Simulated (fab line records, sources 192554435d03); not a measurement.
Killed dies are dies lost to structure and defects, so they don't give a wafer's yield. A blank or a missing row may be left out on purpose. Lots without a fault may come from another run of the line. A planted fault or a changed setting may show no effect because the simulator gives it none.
Which tool did it? | flow n5_finfet | 10 lots, 30 wafers sampled, at 5 steps of a route of 1938

WHAT THE GAUGES READ, wafer by wafer
N5_BEOL_M8_RS_MEAS_57: measures by four-point-probe.
lot  | measured     | on            | M8_RS (ohm/sq)
L386 | day 9 15:55  | film_metro-01 | 0.298 0.285 0.281
L392 | day 11 09:10 | film_metro-01 | 0.289 0.278 0.305
L395 | day 12 12:12 | film_metro-02 | 0.278 0.281 0.282
L396 | day 12 20:25 | film_metro-01 | 0.291 0.291 0.291
L397 | day 13 02:10 | film_metro-01 | 0.290 0.291 0.293
L399 | day 13 02:53 | film_metro-01 | 0.269 0.282 0.277
L400 | day 13 11:36 | film_metro-01 | 0.297 0.279 0.296
L402 | day 14 09:36 | film_metro-01 | 0.280 0.284 0.277
L405 | day 15 02:20 | film_metro-01 | 0.291 0.297 0.294
L406 | day 15 06:19 | film_metro-01 | 0.273 0.282 0.278

N5_BEOL_M9_THK_MEAS_01.
lot  | measured     | on            | M9_ILD_THK (nm)
L386 | day 9 16:34  | film_metro-01 | 264 262 266
L392 | day 11 09:49 | film_metro-02 | 268 270 272
L395 | day 12 12:53 | film_metro-01 | 306 304 312
L396 | day 12 21:04 | film_metro-01 | 305 308 310
L397 | day 13 03:11 | film_metro-01 | 304 302 312
L399 | day 13 03:32 | film_metro-01 | 261 264 263
L400 | day 13 12:20 | film_metro-02 | 266 267 264
L402 | day 14 10:15 | film_metro-02 | 267 269 273
L405 | day 15 03:58 | film_metro-01 | 268 266 269
L406 | day 15 07:13 | film_metro-02 | 262 264 268

WHICH TOOL RAN EACH LOT (tool, then ch and the chambers of the sampled wafers, then the start)
lot  | N5_BEOL_M8_VIA_ETCH_34             | N5_BEOL_M8_SPUTTER_48        | N5_BEOL_M9_CURE_71
L386 | rie_diel-02 ch 1,2, day 9 13:00    | pvd_sputter-03, day 9 14:34  | uv_cure-01 ch 2, day 9 16:04
L392 | rie_diel-02 ch 0,2,3, day 11 06:17 | pvd_sputter-02, day 11 08:02 | uv_cure-02 ch 2, day 11 09:18
L395 | rie_diel-04 ch 1,2,3, day 12 08:33 | pvd_sputter-02, day 12 10:37 | uv_cure-01 ch 2, day 12 12:22
L396 | rie_diel-04 ch 2,3, day 12 16:49   | pvd_sputter-03, day 12 18:58 | uv_cure-03 ch 2, day 12 20:38
L397 | rie_diel-04 ch 1,2,3, day 12 23:25 | pvd_sputter-03, day 13 01:07 | uv_cure-03 ch 2, day 13 02:44
L399 | rie_diel-04 ch 0,2,3, day 12 23:52 | pvd_sputter-03, day 13 01:47 | uv_cure-02 ch 1, day 13 03:02
L400 | rie_diel-06 ch 2,3, day 13 08:50   | pvd_sputter-02, day 13 10:18 | uv_cure-03 ch 1, day 13 12:03
L402 | rie_diel-02 ch 1,2,3, day 14 06:12 | pvd_sputter-02, day 14 07:42 | uv_cure-01 ch 0, day 14 09:44
L405 | rie_diel-06 ch 0,2, day 14 22:47   | pvd_sputter-03, day 15 01:08 | uv_cure-02 ch 1, day 15 03:07
L406 | rie_diel-04 ch 0,1,2, day 15 02:12 | pvd_sputter-02, day 15 05:23 | uv_cure-01 ch 0, day 15 06:42
- N5_BEOL_M8_VIA_ETCH_34: etches SiCOH lowk in C4F6/O2, target depth 125.5 nm, time 50.5 s.
- N5_BEOL_M8_SPUTTER_48: material Cu, target thk 10 nm, time 1.667 s.
- N5_BEOL_M9_CURE_71: cures SiCOH lowk, time 240 s.

WHAT THE TOOLS THEMSELVES READ (means of the sampled wafers that have a number; where no wafer has one, the mark that the record gives instead)
N5_BEOL_M8_VIA_ETCH_34.
lot  | tool        | drypump_motor_current_A (A) | mfc_ar_sccm (sccm) | oes_product_au (a.u.) | rf_vpp_V (V) | showerhead_plenum_p_Torr (Torr) | throttle_valve_pct (%)
L386 | rie_diel-02 | 6.2                         | 300.4              | 0.78                  | 669          | 2.89                            | 21.06
L392 | rie_diel-02 | 5.6                         | 299.8              | 0.77                  | 664          | 2.81                            | 20.96
L395 | rie_diel-04 | 5.9                         | 299.6              | 0.84                  | 671          | 2.84                            | 20.87
L396 | rie_diel-04 | 5.9                         | 300.2              | 0.79                  | 674          | 2.83                            | 20.92
L397 | rie_diel-04 | 5.9                         | 301.0              | 0.82                  | 671          | 2.83                            | 20.88
L399 | rie_diel-04 | 6.1                         | 300.6              | 0.82                  | 671          | 2.84                            | 20.86
L400 | rie_diel-06 | 5.6                         | 299.4              | 0.71                  | 673          | 2.76                            | 20.87
L402 | rie_diel-02 | 5.7                         | 300.4              | 0.89                  | 665          | 2.85                            | 20.99
L405 | rie_diel-06 | 6.5                         | 299.8              | 0.72                  | 669          | 2.71                            | 20.66
L406 | rie_diel-04 | 6.1                         | 298.8              | 0.83                  | 667          | 2.77                            | 20.90

N5_BEOL_M8_SPUTTER_48.
lot  | tool           | throttle_valve_pct (%)
L386 | pvd_sputter-03 | 30.6
L392 | pvd_sputter-02 | 29.1
L395 | pvd_sputter-02 | 29.0
L396 | pvd_sputter-03 | 29.1
L397 | pvd_sputter-03 | 30.7
L399 | pvd_sputter-03 | 30.8
L400 | pvd_sputter-02 | 28.5
L402 | pvd_sputter-02 | 29.7
L405 | pvd_sputter-03 | 31.0
L406 | pvd_sputter-02 | 28.4

N5_BEOL_M9_CURE_71.
lot  | tool       | lamp_power_pct (%) | run_length_s (s) | wafer_temp_C_max
L386 | uv_cure-01 | 52.35              | 285.3            | 386.9
L392 | uv_cure-02 | 52.34              | 286.9            | 387.3
L395 | uv_cure-01 | -                  | -                | -
L396 | uv_cure-03 | -                  | -                | -
L397 | uv_cure-03 | -                  | -                | -
L399 | uv_cure-02 | 52.32              | 287.2            | 387.7
L400 | uv_cure-03 | 52.28              | 286.6            | 386.2
L402 | uv_cure-01 | 52.34              | 286.4            | 385.9
L405 | uv_cure-02 | 52.31              | 290.7            | 387.5
L406 | uv_cure-01 | 52.28              | 286.3            | 386.6

THE ANSWER, worked out from the rows above alone
Rule: what is usual is taken from the lots themselves. Put in order of their means at a reading, lots are off if they are a third of the lots or fewer, leave a main group of 4 or more, and stand apart from it by a gap of 3 or more times the standard deviation of the main group's means; of several such gaps the widest counts. A main group whose means are all the same, to the digits that the tables above print for the reading, isn't used. A lot without any number at a reading at which 4 lots or more have one is off too. The other lots that the step has rows for count as sound. The gauges are gone through in route order, then the tools' own readings, and for those a lot's mean is taken as printed above. The first step at which some lot is off is used, and at that step the reading that is off furthest; a lot without a number counts as furthest.
Off: L395, L396, L397, at N5_BEOL_M9_THK_MEAS_01 (M9_ILD_THK). The main group: mean 266 nm, standard deviation 2.6.
A tool fits if, at a process step before that reading, it ran every lot that is off, and no sound lot after the first of them. The gauges at N5_BEOL_M9_THK_MEAS_01 aren't tried: what is off there is off at N5_BEOL_M9_CURE_71 too, on other tools, and a gauge's error can't cause that. None of those tried fits.

WHAT THE SIMULATOR HAD PUT IN
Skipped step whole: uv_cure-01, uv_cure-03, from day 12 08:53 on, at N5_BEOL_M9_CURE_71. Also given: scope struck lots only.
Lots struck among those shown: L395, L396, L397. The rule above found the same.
